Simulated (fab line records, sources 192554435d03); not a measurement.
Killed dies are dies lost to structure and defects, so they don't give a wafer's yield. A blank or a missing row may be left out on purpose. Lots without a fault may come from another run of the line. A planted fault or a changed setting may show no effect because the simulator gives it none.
fab line records | flow n5_finfet
record lots=7 wafers=21 last_day=16
route steps=1938 shown BEOL_M5@1168 PASSIVATION@1936
lots that met no fault: from a run of the same line without faults
start_h: hours from the record's first day to the start of the lot's first wafer shown | wait_h: hours since the lot's step before | " the same as in the row above | L1.1+2: a row that stands for several wafers | - no value, or no start given | * or withheld: withheld | < > ~ a bound
route shown NAME@n: a module of which the file shows steps, and the number in the route of the first | usual: mean/standard deviation of fault-free wafers | same: alike in all rows | chamber/n: place in a boat | sites: the reading at each site | _std_site: their standard deviation | _edge_site: outer sites' mean less inner sites' | radius_mm: how far each site lies from the wafer's centre | mask NAME#n: copy n | behind: the tool/chamber that last shaped the wafer | hold: why the lot was held/for how many hours/how that ended | device: the transistor (n, p or np) that didn't switch | end of line: the same wafers' tests at the end of the route | a step without rows: its recipe alone | killed: dies lost to structure and defects at the first sort, not the wafer's yield | map: a wafer's dies, x killed, . not, _ none there
set.NAME: the setting as run; set.NAME@STEP: as run at that earlier step | model.NAME: the simulator's own value behind a step, which no gauge read
lots at some steps of the route; a table a step, a row a wafer
services: from which hour (start_h, from the record's first day; less than 0 if before it) a tool's chamber was out of use, for how many hours, and why
## steps
# step N5_BEOL_M5_CD_MEAS_35
# recipe target_cd_nm=28 target_cd_y_nm=24 polarity=opening
# usual cd_nm=28.20/0.26
# columns lot.wafer tool chamber start_h wait_h cd_nm
L693.1 cd_sem-03 - 185.37 0.0 28.15
L693.3 " - " " 28.30
L693.5 " - " " 27.87
L696.3 cd_sem-01 - 200.42 0.0 28.08
L696.4 " - " " 28.81
L696.5 " - " " 28.21
L698.1 cd_sem-01 - 216.72 0.0 28.24
L698.5 " - " " 28.46
L698.6 " - " " 28.14
L700.1 cd_sem-01 - 219.36 0.0 28.26
L700.4 " - " " 28.24
L700.5 " - " " 28.68
L701.1 cd_sem-03 - 230.66 0.0 28.11
L701.4 " - " " 27.63
L701.5 " - " " 28.06
L709.1 cd_sem-02 - 280.42 0.0 28.19
L709.2 " - " " 28.61
L709.4 " - " " 28.75
L713.3 cd_sem-01 - 301.20 0.0 28.56
L713.4 " - " " 28.12
L713.5 " - " " 28.44
# step N5_BEOL_M5_CURE_80
# recipe temp_c=370 time_s=120 ambient=DMADMS/He material=SiCOH_lowk
# usual lamp_power_pct=52.31/0.051 wafer_temp_C_max=371.7/0.66
# columns lot.wafer tool chamber start_h wait_h lamp_power_pct wafer_temp_C_max
L693.1 uv_cure-03 0 185.41 0.0 52.24 371.9
L693.3 " 0 " " 52.43 371.5
L693.5 " 0 " " 52.40 371.8
L696.3 uv_cure-03 1 200.56 0.1 52.21 373.4
L696.4 " 1 " " 52.22 372.6
L696.5 " 1 " " 52.27 372.3
L698.1 uv_cure-01 0 216.76 0.0 52.27 371.0
L698.5 " 0 " " 52.33 370.9
L698.6 " 0 " " 52.33 370.9
L700.1 uv_cure-01 1 219.40 0.0 52.36 372.3
L700.4 " 1 " " 52.35 371.8
L700.5 " 1 " " 52.21 372.0
L701.1 uv_cure-02 1 230.70 0.0 52.29 371.0
L701.4 " 1 " " 52.33 371.1
L701.5 " 1 " " 52.32 371.3
L709.1 uv_cure-03 0 280.65 0.2 52.30 372.2
L709.2 " 0 " " 52.26 371.3
L709.4 " 0 " " 52.24 372.1
L713.3 uv_cure-03 0 301.34 0.1 52.35 371.1
L713.4 " 0 " " 52.27 371.5
L713.5 " 0 " " 52.37 371.8
# step N5_BEOL_M5_DEGAS_44
# recipe ambient=vacuum temp_c=250 time_s=60
# usual heater_power_w=322/36 susceptor_temp_C=249.98/0.17
# columns lot.wafer tool chamber start_h wait_h heater_power_w susceptor_temp_C
L693.1 pvd_sputter-02 - 185.81 0.4 309 249.76
L693.3 " - " " 311 250.08
L693.5 " - " " 240 250.28
L696.3 pvd_sputter-03 - 200.82 0.2 348 249.90
L696.4 " - " " 292 250.10
L696.5 " - " " 295 250.26
L698.1 pvd_sputter-01 - 217.17 0.4 312 249.87
L698.5 " - " " 393 249.71
L698.6 " - " " 331 250.07
L700.1 pvd_sputter-02 - 220.47 1.0 324 249.83
L700.4 " - " " 320 249.92
L700.5 " - " " 316 249.99
L701.1 pvd_sputter-03 - 231.20 0.4 342 249.96
L701.4 " - " " 334 249.99
L701.5 " - " " 341 249.75
L709.1 pvd_sputter-01 - 280.99 0.3 387 250.04
L709.2 " - " " 335 250.10
L709.4 " - " " 316 249.74
L713.3 pvd_sputter-03 - 301.57 0.2 337 250.10
L713.4 " - " " 329 249.81
L713.5 " - " " 330 249.98
# step N5_BEOL_M5_PRE_CLEAN_45
# recipe gas=H2/He time_s=30 temp_c=250
# step N5_BEOL_M5_ALD_86
# recipe material=TaN target_thk_a=* temp_c=275 ald_precursor_family=PDMAT ald_co_reactant=NH3 pressure_torr=3 carrier_flow_sccm=1500 pulse_time_s=2 purge_time_s=3 co_reactant_purge_time_s=2 co_reactant_pulse_time_s=3 ald_cycles=30 precursor_vessel_temp_c=75 precursor_vessel_pressure_torr=26.25 precursor_vessel_carrier_sccm=1000
# step N5_BEOL_M5_SURFACE_TREAT_87
# recipe gas=Ar time_s=* ion_energy_ev=* ion_current_ma_cm2=0.5 pressure_mtorr=* ar_flow_sccm=30
# usual ar_flow_sccm=29.99/0.087 throttle_valve_pct=*
# columns lot.wafer tool chamber start_h wait_h ar_flow_sccm throttle_valve_pct
L693.1 pvd_sputter-02 - 186.30 0.3 30.11 *
L693.3 " - " " 30.01 *
L693.5 " - " " 30.01 *
L696.3 pvd_sputter-03 - 201.15 0.1 30.09 *
L696.4 " - " " 29.94 *
L696.5 " - " " 29.99 *
L698.1 pvd_sputter-03 - 217.74 0.4 30.03 *
L698.5 " - " " 29.92 *
L698.6 " - " " 29.96 *
L700.1 pvd_sputter-02 - 220.87 0.2 29.95 *
L700.4 " - " " 29.98 *
L700.5 " - " " 29.86 *
L701.1 pvd_sputter-03 - 231.80 0.4 30.11 *
L701.4 " - " " 29.98 *
L701.5 " - " " 30.14 *
L709.1 pvd_sputter-03 - 281.48 0.3 29.98 *
L709.2 " - " " 29.87 *
L709.4 " - " " 30.00 *
L713.3 pvd_sputter-01 - 301.89 0.1 30.06 *
L713.4 " - " " 29.90 *
L713.5 " - " " 29.98 *
# step N5_BEOL_M5_CVD_47
# recipe material=Co target_thk_a=30 temp_c=withheld precursor=CCTBA/H2 pressure_torr=30 time_s=216
# step N5_BEOL_M5_SPUTTER_48
# recipe material=Cu target_thk_a=150 temp_c=-20 chamber_pressure_pa=0.07 power_w=withheld time_s=27.62
# step N5_BEOL_M5_ANNEAL_49
# recipe temp_c=400 time_s=1800 ambient=vacuum
# step N5_BEOL_M5_SPUTTER_81
# recipe material=Cu target_thk_a=150 temp_c=-20 chamber_pressure_pa=0.07 power_w=withheld time_s=27.62
# usual susceptor_temp_C=-19.99/0.1 throttle_valve_pct=29.7/1.4
# columns lot.wafer tool chamber start_h wait_h susceptor_temp_C throttle_valve_pct
L693.1 pvd_sputter-02 - 187.81 0.5 -19.84 31.1
L693.3 " - " " -20.29 29.6
L693.5 " - " " -20.01 29.5
L696.3 pvd_sputter-02 - 202.47 0.5 -20.18 30.8
L696.4 " - " " -20.04 29.5
L696.5 " - " " -20.02 29.7
L698.1 pvd_sputter-03 - 219.10 0.5 -20.08 30.6
L698.5 " - " " -19.85 31.2
L698.6 " - " " -19.96 29.3
L700.1 pvd_sputter-02 - 222.46 0.5 -20.00 29.8
L700.4 " - " " -19.83 29.5
L700.5 " - " " -20.03 31.0
L701.1 pvd_sputter-03 - 233.13 0.5 -19.86 31.2
L701.4 " - " " -20.01 30.6
L701.5 " - " " -19.97 31.0
L709.1 pvd_sputter-01 - 282.94 0.6 -19.95 30.6
L709.2 " - " " -19.90 29.8
L709.4 " - " " -20.15 27.7
L713.3 pvd_sputter-01 - 303.21 0.5 -20.07 27.6
L713.4 " - " " -20.23 26.7
L713.5 " - " " -19.89 29.7
# step N5_BEOL_M5_ANNEAL_82
# recipe temp_c=400 time_s=1800 ambient=vacuum
# step N5_BEOL_M5_SPUTTER_83
# recipe material=Cu target_thk_a=150 temp_c=-20 chamber_pressure_pa=0.07 power_w=withheld time_s=27.62
# step N5_BEOL_M5_ANNEAL_84
# recipe temp_c=400 time_s=1800 ambient=vacuum
# usual heater_power_w=810/97 susceptor_temp_C=399.98/0.21
# columns lot.wafer tool chamber start_h wait_h heater_power_w susceptor_temp_C
L693.1 pvd_sputter-02 - 188.98 0.0 754 399.84
L693.3 " - " " 807 399.76
L693.5 " - " " 784 399.65
L696.3 pvd_sputter-02 - 203.63 0.0 607 400.29
L696.4 " - " " 811 399.98
L696.5 " - " " 799 400.15
L698.1 pvd_sputter-03 - 220.26 0.0 - -
L698.5 " - " " - -
L698.6 " - " " - -
L700.1 pvd_sputter-02 - 223.63 0.0 - -
L700.4 " - " " - -
L700.5 " - " " - -
L701.1 pvd_sputter-03 - 234.29 0.0 - -
L701.4 " - " " - -
L701.5 " - " " - -
L709.1 pvd_sputter-01 - 284.25 0.0 922 399.93
L709.2 " - " " 990 400.14
L709.4 " - " " 829 399.71
L713.3 pvd_sputter-01 - 304.38 0.0 841 399.96
L713.4 " - " " 777 399.80
L713.5 " - " " 998 399.91
# step N5_BEOL_M5_SPUTTER_88
# recipe material=Cu target_thk_a=150 temp_c=-20 chamber_pressure_pa=0.07 power_w=withheld time_s=27.62
# usual susceptor_temp_C=-19.98/0.11 throttle_valve_pct=29.7/1.4
# columns lot.wafer tool chamber start_h wait_h susceptor_temp_C throttle_valve_pct
L693.1 pvd_sputter-02 - 189.98 0.5 -20.05 30.8
L693.3 " - " " -20.17 29.4
L693.5 " - " " -19.80 29.4
L696.3 pvd_sputter-02 - 204.64 0.5 -20.04 30.6
L696.4 " - " " -19.73 29.3
L696.5 " - " " -19.94 29.5
L698.1 pvd_sputter-03 - 221.27 0.5 -19.98 30.6
L698.5 " - " " -20.09 31.0
L698.6 " - " " -19.93 29.4
L700.1 pvd_sputter-02 - 224.63 0.5 -20.08 29.3
L700.4 " - " " -20.05 29.5
L700.5 " - " " -19.97 31.2
L701.1 pvd_sputter-03 - 235.30 0.5 -20.01 31.2
L701.4 " - " " -20.13 30.7
L701.5 " - " " -20.02 31.3
L709.1 pvd_sputter-01 - 285.38 0.6 -20.01 30.4
L709.2 " - " " -20.08 29.5
L709.4 " - " " -20.01 27.4
L713.3 pvd_sputter-01 - 305.38 0.5 -19.92 27.5
L713.4 " - " " -20.07 26.5
L713.5 " - " " -20.05 29.3
# step N5_PASSIVATION_PROBE_49
# usual defect_limited_yield=91.3/1.5 killed_at_M0_to_M3=35/10 killed_at_M4_up=13/5.3 killed_at_contacts=12/5.7 killed_at_front_end=39/11 killed_at_other=3.3/2.7 killed_dies=102/18 killed_open=67/13 killed_short=34/7.8 sort_bin_5_function=5.1/1 sort_bin_6_memory=3.3/0.68 sort_n_pass=1078/18 sort_yield_pct=91.3/1.5
# same gross_dies=1180 killed_at_back_side=0 sort_bin_4_leakage[%]=0 sort_bin_8_speed[%]=0
# columns lot.wafer tool chamber start_h wait_h defect_limited_yield[%] killed_at_M0_to_M3 killed_at_M4_up killed_at_contacts killed_at_front_end killed_at_other killed_dies killed_open killed_short sort_bin_5_function[%] sort_bin_6_memory[%] sort_n_pass sort_yield_pct[%]
L693.1 prober-01 - 279.54 0.4 89.7 49 11 16 45 1 122 79 41 7.0 3.2 1058 89.7
L693.3 prober-01 - 279.64 0.5 86.9 71 9 24 46 4 154 106 48 7.9 4.7 1026 86.9
L693.5 prober-01 - 279.74 0.6 90.5 54 8 14 33 3 112 71 38 5.9 3.1 1068 90.5
L696.3 prober-01 - 290.86 0.1 91.6 39 20 15 23 2 99 77 21 4.7 3.6 1081 91.6
L696.4 prober-01 - 290.91 0.2 93.6 21 15 7 25 8 76 46 28 3.9 2.4 1104 93.6
L696.5 prober-01 - 290.96 0.2 91.9 26 17 19 24 10 96 59 37 4.3 3.6 1084 91.9
L698.1 prober-01 - 308.96 0.0 88.7 32 28 28 42 3 133 93 39 6.3 4.7 1047 88.7
L698.5 prober-01 - 309.16 0.2 91.7 23 23 23 26 3 98 60 36 4.8 3.2 1082 91.7
L698.6 prober-01 - 309.21 0.3 90.3 32 21 11 43 8 115 73 37 6.5 2.8 1065 90.3
# killed by level:class
L693.1 MOL_CONTACT_COAG:geometric_particle:open=13 FIN_SAQP:geometric_particle:short=11 STI_FIN_REVEAL:geometric_particle:open=10 BEOL_M1:geometric_particle:open=10 BEOL_M0_SAQP:geometric_particle:open=10 BEOL_M0_SAQP:geometric_particle:short=9 BEOL_M4:geometric_particle:open=7 BEOL_M1:geometric_particle:short=7
L693.3 MOL_CONTACT_COAG:geometric_particle:open=20 BEOL_M0_SAQP:geometric_particle:open=17 BEOL_M1:geometric_particle:open=17 STI_FIN_REVEAL:geometric_particle:open=16 BEOL_M0_SAQP:geometric_particle:short=12 FIN_SAQP:geometric_particle:short=7 BEOL_M2:geometric_particle:open=6 BEOL_M3:geometric_particle:open=6
L693.5 BEOL_M0_SAQP:geometric_particle:short=16 BEOL_M0_SAQP:geometric_particle:open=14 BEOL_M1:geometric_particle:open=13 MOL_CONTACT_COAG:geometric_particle:open=12 FIN_SAQP:geometric_particle:open=5 STI_FIN_REVEAL:geometric_particle:open=5 DUMMY_GATE:geometric_particle:open=4 FIN_SAQP:geometric_particle:short=3
L696.3 MOL_CONTACT_COAG:geometric_particle:open=13 BEOL_M2:geometric_particle:open=8 BEOL_M0_SAQP:geometric_particle:open=7 BEOL_M3:geometric_particle:open=7 BEOL_M4:geometric_particle:open=6 FIN_SAQP:geometric_particle:open=5 DUMMY_GATE:geometric_particle:open=5 BEOL_M5:geometric_particle:open=5
L696.4 BEOL_M4:geometric_particle:open=8 STI_FIN_REVEAL:geometric_particle:open=6 BEOL_M0:geometric_particle:short=5 MOL_CONTACT_COAG:geometric_particle:short=4 BEOL_M1:geometric_particle:open=4 STARTING-WAFER:geometric_particle:short=4 FIN_SAQP:geometric_particle:open=3 DUMMY_GATE:geometric_particle:open=3
L696.5 MOL_CONTACT_COAG:geometric_particle:open=11 MOL_CONTACT_COAG:geometric_particle:short=8 BEOL_M4:geometric_particle:open=6 BEOL_M0_SAQP:geometric_particle:open=5 DUMMY_GATE:geometric_particle:open=4 BEOL_M0_SAQP:geometric_particle:short=4 BEOL_M1:geometric_particle:open=4 BEOL_M2:geometric_particle:open=4
L698.1 MOL_CONTACT_COAG:geometric_particle:open=23 BEOL_M4:geometric_particle:open=12 FIN_SAQP:geometric_particle:open=11 BEOL_M0_SAQP:geometric_particle:short=9 STI_FIN_REVEAL:geometric_particle:open=7 BEOL_M0_SAQP:geometric_particle:open=7 GATE_CUT:geometric_particle:short=5 BEOL_M4:geometric_particle:short=5
L698.5 MOL_CONTACT_COAG:geometric_particle:open=15 MOL_CONTACT_COAG:geometric_particle:short=8 BEOL_M4:geometric_particle:short=8 BEOL_M0_SAQP:geometric_particle:open=7 FIN_SAQP:geometric_particle:open=5 DUMMY_GATE:geometric_particle:open=5 BEOL_M0_SAQP:geometric_particle:short=5 BEOL_M4:geometric_particle:open=5
L698.6 BEOL_M4:geometric_particle:open=10 BEOL_M2:geometric_particle:open=10 MOL_CONTACT_COAG:geometric_particle:open=9 BEOL_M0_SAQP:geometric_particle:short=9 DUMMY_GATE:geometric_particle:open=8 GATE_CUT:geometric_particle:short=8 FIN_SAQP:geometric_particle:open=6 BEOL_M1:geometric_particle:open=6
## services
# columns tool chamber start_h hours kind
uv_cure-03 - 162.01 0.4 repair
uv_cure-01 - 197.61 3.6 repair
uv_cure-03 - 227.81 2.1 pm
uv_cure-03 - 251.03 7.5 pm
uv_cure-02 - 266.72 0.4 repair
uv_cure-01 - 272.53 0.3 repair
## key
first_sign step=N5_BEOL_M5_ANNEAL_84 reading=tool_record direction=missing
effect none on later readings
met_at N5_BEOL_M5_ANNEAL_84
struck_wafers L698.1,L698.5,L698.6,L700.1,L700.4,L700.5,L701.1,L701.4,L701.5
onset_between 203.63 220.26
fault kind=skipped_step_whole tool=pvd_sputter-02,pvd_sputter-03 chamber=- onset_h=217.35 steps=N5_BEOL_M5_ANNEAL_84 scope=struck_lots_only
